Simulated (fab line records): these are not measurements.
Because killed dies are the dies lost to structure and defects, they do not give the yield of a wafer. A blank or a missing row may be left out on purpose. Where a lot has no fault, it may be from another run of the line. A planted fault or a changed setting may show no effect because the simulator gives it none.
Which tool did it? || flow nandHarc || 24 lots with 72 wafers sampled at 4 steps, on a route of 1159 steps

== WHAT THE GAUGES SHOWED, per wafer ==
NHARC_A_CONTACT_OVL_MEAS_70.
{"lot": "L075", "measured": "day 16 21:53", "on": "overlay-01", "overlayXNm (nm)": "-0.3 -0.7 -0.2", "overlayYNm (nm)": "0.1 -0.2 -0.5"}
{"lot": "L074", "measured": "day 16 23:36", "on": "overlay-01", "overlayXNm (nm)": "0.1 0.4 0.2", "overlayYNm (nm)": "0.1 0.1 -0.5"}
{"lot": "L078", "measured": "day 17 03:22", "on": "overlay-01", "overlayXNm (nm)": "0.0 -0.8 -0.2", "overlayYNm (nm)": "-0.7 -1.0 -0.9"}
{"lot": "L077", "measured": "day 17 03:34", "on": "overlay-01", "overlayXNm (nm)": "0.7 0.0 0.4", "overlayYNm (nm)": "0.0 0.1 -0.1"}
{"lot": "L079", "measured": "day 17 11:38", "on": "overlay-02", "overlayXNm (nm)": "0.2 0.4 0.3", "overlayYNm (nm)": "-0.1 0.4 0.6"}
{"lot": "L076", "measured": "day 17 14:38", "on": "overlay-02", "overlayXNm (nm)": "-1.1 -1.1 -0.6", "overlayYNm (nm)": "0.7 1.3 1.2"}
{"lot": "L080", "measured": "day 17 21:08", "on": "overlay-01", "overlayXNm (nm)": "-0.9 -1.2 -0.6", "overlayYNm (nm)": "-1.3 -1.0 -1.1"}
{"lot": "L081", "measured": "day 18 09:14", "on": "overlay-01", "overlayXNm (nm)": "-1.1 -1.2 -1.1", "overlayYNm (nm)": "0.8 0.5 0.7"}
{"lot": "L084", "measured": "day 18 21:50", "on": "overlay-02", "overlayXNm (nm)": "1.7 1.7 1.8", "overlayYNm (nm)": "0.6 0.5 0.0"}
{"lot": "L082", "measured": "day 18 23:56", "on": "overlay-01", "overlayXNm (nm)": "0.6 0.8 1.1", "overlayYNm (nm)": "-0.4 0.3 -0.8"}
{"lot": "L083", "measured": "day 19 04:28", "on": "overlay-01", "overlayXNm (nm)": "0.9 0.6 0.3", "overlayYNm (nm)": "0.7 0.7 0.3"}
{"lot": "L087", "measured": "day 19 15:25", "on": "overlay-01", "overlayXNm (nm)": "-0.5 -0.2 -0.4", "overlayYNm (nm)": "1.3 1.7 1.2"}
{"lot": "L085", "measured": "day 19 17:38", "on": "overlay-02", "overlayXNm (nm)": "0.0 0.2 0.3", "overlayYNm (nm)": "-0.2 0.0 -0.8"}
{"lot": "L086", "measured": "day 19 20:59", "on": "overlay-01", "overlayXNm (nm)": "0.1 0.7 0.6", "overlayYNm (nm)": "-0.3 -0.5 -0.9"}
{"lot": "L088", "measured": "day 19 22:59", "on": "overlay-02", "overlayXNm (nm)": "-0.1 -0.4 -0.4", "overlayYNm (nm)": "0.8 1.0 0.2"}
{"lot": "L089", "measured": "day 20 07:00", "on": "overlay-02", "overlayXNm (nm)": "1.2 0.7 0.9", "overlayYNm (nm)": "-1.1 -2.2 -1.4"}
{"lot": "L090", "measured": "day 20 08:36", "on": "overlay-01", "overlayXNm (nm)": "0.1 -0.1 -0.3", "overlayYNm (nm)": "0.5 0.3 0.7"}
{"lot": "L091", "measured": "day 20 13:59", "on": "overlay-02", "overlayXNm (nm)": "-0.6 0.4 -0.2", "overlayYNm (nm)": "1.8 1.5 0.7"}
{"lot": "L094", "measured": "day 21 05:48", "on": "overlay-01", "overlayXNm (nm)": "0.5 0.3 0.8", "overlayYNm (nm)": "0.4 0.3 -0.1"}
{"lot": "L092", "measured": "day 21 09:27", "on": "overlay-01", "overlayXNm (nm)": "-0.6 -1.0 -1.2", "overlayYNm (nm)": "0.7 0.2 0.1"}
{"lot": "L093", "measured": "day 21 11:04", "on": "overlay-01", "overlayXNm (nm)": "-1.2 -1.5 -1.2", "overlayYNm (nm)": "-0.1 -0.1 0.3"}
{"lot": "L096", "measured": "day 21 17:32", "on": "overlay-02", "overlayXNm (nm)": "-0.4 0.0 0.7", "overlayYNm (nm)": "1.1 0.2 -0.3"}
{"lot": "L095", "measured": "day 21 19:50", "on": "overlay-01", "overlayXNm (nm)": "-0.9 -0.2 -0.4", "overlayYNm (nm)": "-0.7 -0.5 -1.0"}
{"lot": "L097", "measured": "day 22 11:47", "on": "overlay-01", "overlayXNm (nm)": "0.3 0.4 0.1", "overlayYNm (nm)": "-1.4 -0.2 -1.3"}

NHARC_A_CONTACT_INSPECT_71.
{"lot": "L075", "measured": "day 16 21:55", "on": "defectInspect-02", "rawDefectCount": "8 5 11"}
{"lot": "L074", "measured": "day 16 23:38", "on": "defectInspect-01", "rawDefectCount": "31 21 32"}
{"lot": "L078", "measured": "day 17 03:24", "on": "defectInspect-01", "rawDefectCount": "29 16 14"}
{"lot": "L077", "measured": "day 17 03:36", "on": "defectInspect-01", "rawDefectCount": "20 19 32"}
{"lot": "L079", "measured": "day 17 11:40", "on": "defectInspect-02", "rawDefectCount": "16 22 17"}
{"lot": "L076", "measured": "day 17 14:40", "on": "defectInspect-02", "rawDefectCount": "23 25 24"}
{"lot": "L080", "measured": "day 17 21:10", "on": "defectInspect-02", "rawDefectCount": "19 23 15"}
{"lot": "L081", "measured": "day 18 09:16", "on": "defectInspect-01", "rawDefectCount": "19 27 26"}
{"lot": "L084", "measured": "day 18 21:52", "on": "defectInspect-01", "rawDefectCount": "18 30 34"}
{"lot": "L082", "measured": "day 18 23:59", "on": "defectInspect-01", "rawDefectCount": "31 38 26"}
{"lot": "L083", "measured": "day 19 04:30", "on": "defectInspect-01", "rawDefectCount": "23 12 10"}
{"lot": "L087", "measured": "day 19 15:26", "on": "defectInspect-01", "rawDefectCount": "19 11 28"}
{"lot": "L085", "measured": "day 19 17:40", "on": "defectInspect-01", "rawDefectCount": "25 34 28"}
{"lot": "L086", "measured": "day 19 21:02", "on": "defectInspect-01", "rawDefectCount": "40 40 37"}
{"lot": "L088", "measured": "day 19 23:02", "on": "defectInspect-02", "rawDefectCount": "50 53 45"}
{"lot": "L089", "measured": "day 20 07:02", "on": "defectInspect-01", "rawDefectCount": "45 45 52"}
{"lot": "L090", "measured": "day 20 08:38", "on": "defectInspect-02", "rawDefectCount": "16 21 24"}
{"lot": "L091", "measured": "day 20 14:01", "on": "defectInspect-01", "rawDefectCount": "57 58 62"}
{"lot": "L094", "measured": "day 21 05:50", "on": "defectInspect-02", "rawDefectCount": "37 41 41"}
{"lot": "L092", "measured": "day 21 09:29", "on": "defectInspect-01", "rawDefectCount": "24 33 31"}
{"lot": "L093", "measured": "day 21 11:05", "on": "defectInspect-02", "rawDefectCount": "15 20 17"}
{"lot": "L096", "measured": "day 21 17:34", "on": "defectInspect-02", "rawDefectCount": "26 34 40"}
{"lot": "L095", "measured": "day 21 19:53", "on": "defectInspect-02", "rawDefectCount": "40 37 35"}
{"lot": "L097", "measured": "day 22 11:49", "on": "defectInspect-02", "rawDefectCount": "44 44 37"}

NHARC_A_CONTACT_INSPECT_10.
{"lot": "L075", "measured": "day 17 04:30", "on": "defectInspect-01", "rawDefectCount": "11 7 15"}
{"lot": "L074", "measured": "day 17 06:35", "on": "defectInspect-01", "rawDefectCount": "32 23 30"}
{"lot": "L078", "measured": "day 17 12:22", "on": "defectInspect-02", "rawDefectCount": "30 18 12"}
{"lot": "L077", "measured": "day 17 11:21", "on": "defectInspect-01", "rawDefectCount": "20 22 33"}
{"lot": "L079", "measured": "day 17 18:52", "on": "defectInspect-02", "rawDefectCount": "15 26 16"}
{"lot": "L076", "measured": "day 17 22:08", "on": "defectInspect-01", "rawDefectCount": "21 24 23"}
{"lot": "L080", "measured": "day 18 03:31", "on": "defectInspect-01", "rawDefectCount": "22 25 14"}
{"lot": "L081", "measured": "day 18 15:55", "on": "defectInspect-01", "rawDefectCount": "19 27 23"}
{"lot": "L084", "measured": "day 19 04:38", "on": "defectInspect-01", "rawDefectCount": "19 28 30"}
{"lot": "L082", "measured": "day 19 06:22", "on": "defectInspect-02", "rawDefectCount": "35 38 25"}
{"lot": "L083", "measured": "day 19 12:59", "on": "defectInspect-01", "rawDefectCount": "23 13 13"}
{"lot": "L087", "measured": "day 19 23:55", "on": "defectInspect-02", "rawDefectCount": "22 10 25"}
{"lot": "L085", "measured": "day 20 00:17", "on": "defectInspect-01", "rawDefectCount": "26 31 26"}
{"lot": "L086", "measured": "day 20 04:25", "on": "defectInspect-02", "rawDefectCount": "40 42 38"}
{"lot": "L088", "measured": "day 20 10:01", "on": "defectInspect-02", "rawDefectCount": "53 55 47"}
{"lot": "L089", "measured": "day 20 14:28", "on": "defectInspect-02", "rawDefectCount": "50 50 52"}
{"lot": "L090", "measured": "day 20 15:15", "on": "defectInspect-02", "rawDefectCount": "15 19 22"}
{"lot": "L091", "measured": "day 20 20:23", "on": "defectInspect-01", "rawDefectCount": "63 61 64"}
{"lot": "L094", "measured": "day 21 12:38", "on": "defectInspect-02", "rawDefectCount": "44 45 42"}
{"lot": "L092", "measured": "day 21 16:20", "on": "defectInspect-02", "rawDefectCount": "23 37 27"}
{"lot": "L093", "measured": "day 21 17:34", "on": "defectInspect-01", "rawDefectCount": "16 25 20"}
{"lot": "L096", "measured": "day 22 00:40", "on": "defectInspect-02", "rawDefectCount": "28 35 38"}
{"lot": "L095", "measured": "day 22 02:56", "on": "defectInspect-01", "rawDefectCount": "43 38 34"}
{"lot": "L097", "measured": "day 22 20:33", "on": "defectInspect-01", "rawDefectCount": "45 46 41"}

== WHAT TOOL EACH LOT RAN ON (gives the tool, then ch and the chambers of the sampled wafers, and finally the start) ==
{"lot": "L075", "NHARC_A_CONTACT_DEP_84": "aclDep-02 ch 0, day 17 02:25"}
{"lot": "L074", "NHARC_A_CONTACT_DEP_84": "aclDep-01 ch 0, day 17 04:34"}
{"lot": "L078", "NHARC_A_CONTACT_DEP_84": "aclDep-03 ch 0, day 17 10:10"}
{"lot": "L077", "NHARC_A_CONTACT_DEP_84": "aclDep-01 ch 0, day 17 09:38"}
{"lot": "L079", "NHARC_A_CONTACT_DEP_84": "aclDep-02 ch 0, day 17 17:22"}
{"lot": "L076", "NHARC_A_CONTACT_DEP_84": "aclDep-01 ch 0, day 17 19:53"}
{"lot": "L080", "NHARC_A_CONTACT_DEP_84": "aclDep-01 ch 0, day 18 01:43"}
{"lot": "L081", "NHARC_A_CONTACT_DEP_84": "aclDep-02 ch 0, day 18 13:49"}
{"lot": "L084", "NHARC_A_CONTACT_DEP_84": "aclDep-02 ch 0, day 19 02:38"}
{"lot": "L082", "NHARC_A_CONTACT_DEP_84": "aclDep-03 ch 0, day 19 04:14"}
{"lot": "L083", "NHARC_A_CONTACT_DEP_84": "aclDep-03 ch 0, day 19 10:57"}
{"lot": "L087", "NHARC_A_CONTACT_DEP_84": "aclDep-02 ch 0, day 19 21:54"}
{"lot": "L085", "NHARC_A_CONTACT_DEP_84": "aclDep-01 ch 0, day 19 22:19"}
{"lot": "L086", "NHARC_A_CONTACT_DEP_84": "aclDep-02 ch 0, day 20 02:17"}
{"lot": "L088", "NHARC_A_CONTACT_DEP_84": "aclDep-03 ch 0, day 20 07:54"}
{"lot": "L089", "NHARC_A_CONTACT_DEP_84": "aclDep-01 ch 0, day 20 12:53"}
{"lot": "L090", "NHARC_A_CONTACT_DEP_84": "aclDep-02 ch 0, day 20 13:16"}
{"lot": "L091", "NHARC_A_CONTACT_DEP_84": "aclDep-01 ch 0, day 20 18:17"}
{"lot": "L094", "NHARC_A_CONTACT_DEP_84": "aclDep-03 ch 0, day 21 10:31"}
{"lot": "L092", "NHARC_A_CONTACT_DEP_84": "aclDep-03 ch 0, day 21 14:16"}
{"lot": "L093", "NHARC_A_CONTACT_DEP_84": "aclDep-01 ch 0, day 21 15:58"}
{"lot": "L096", "NHARC_A_CONTACT_DEP_84": "aclDep-02 ch 0, day 21 22:34"}
{"lot": "L095", "NHARC_A_CONTACT_DEP_84": "aclDep-01 ch 0, day 22 01:26"}
{"lot": "L097", "NHARC_A_CONTACT_DEP_84": "aclDep-02 ch 0, day 22 18:27"}
- NHARC_A_CONTACT_DEP_84: deposits aC, target thk 2000 nm.

== AS READ BY THE TOOLS THEMSELVES (means over the sampled wafers that have a number; for cases with no such wafer, the mark the record gives instead) ==
NHARC_A_CONTACT_DEP_84.
{"lot": "L075", "tool": "aclDep-02", "throttleValvePct (%)": 35.001}
{"lot": "L074", "tool": "aclDep-01", "throttleValvePct (%)": 34.992}
{"lot": "L078", "tool": "aclDep-03", "throttleValvePct (%)": 34.999}
{"lot": "L077", "tool": "aclDep-01", "throttleValvePct (%)": 34.996}
{"lot": "L079", "tool": "aclDep-02", "throttleValvePct (%)": 34.996}
{"lot": "L076", "tool": "aclDep-01", "throttleValvePct (%)": 34.999}
{"lot": "L080", "tool": "aclDep-01", "throttleValvePct (%)": 35.004}
{"lot": "L081", "tool": "aclDep-02", "throttleValvePct (%)": 35.007}
{"lot": "L084", "tool": "aclDep-02", "throttleValvePct (%)": 34.994}
{"lot": "L082", "tool": "aclDep-03", "throttleValvePct (%)": 35.000}
{"lot": "L083", "tool": "aclDep-03", "throttleValvePct (%)": 35.003}
{"lot": "L087", "tool": "aclDep-02", "throttleValvePct (%)": 35.003}
{"lot": "L085", "tool": "aclDep-01", "throttleValvePct (%)": 35.003}
{"lot": "L086", "tool": "aclDep-02", "throttleValvePct (%)": 35.004}
{"lot": "L088", "tool": "aclDep-03", "throttleValvePct (%)": 34.994}
{"lot": "L089", "tool": "aclDep-01", "throttleValvePct (%)": 34.995}
{"lot": "L090", "tool": "aclDep-02", "throttleValvePct (%)": 35.001}
{"lot": "L091", "tool": "aclDep-01", "throttleValvePct (%)": 35.003}
{"lot": "L094", "tool": "aclDep-03", "throttleValvePct (%)": 34.994}
{"lot": "L092", "tool": "aclDep-03", "throttleValvePct (%)": 35.002}
{"lot": "L093", "tool": "aclDep-01", "throttleValvePct (%)": 34.999}
{"lot": "L096", "tool": "aclDep-02", "throttleValvePct (%)": 35.006}
{"lot": "L095", "tool": "aclDep-01", "throttleValvePct (%)": 34.995}
{"lot": "L097", "tool": "aclDep-02", "throttleValvePct (%)": 35.000}

== THE ANSWER, worked out from the rows above alone ==
Rule: what is usual is taken from the lots themselves. The widest of any qualifying gaps counts: lots, ordered by their means at a reading, are off when they make up no more than a third of the lots, leave a main group of 4 or more, and stand apart from it by 3 or more times the standard deviation of that group's means. A main group whose means are all the same, to the digits that the tables above print for the reading, isn't used. Also off: a lot with no number at a reading for which 4 or more lots have one. The other lots that the step has rows for count as sound. The gauges are gone through in route order, then the tools' own readings, and for those a lot's mean is taken as printed above. The first step at which some lot is off is used, and at that step the reading that is off furthest; a lot without a number counts as furthest.
No lot is off on any of the readings shown, so nothing can be concluded from this.

== WHAT THE SIMULATOR HAD INSERTED ==
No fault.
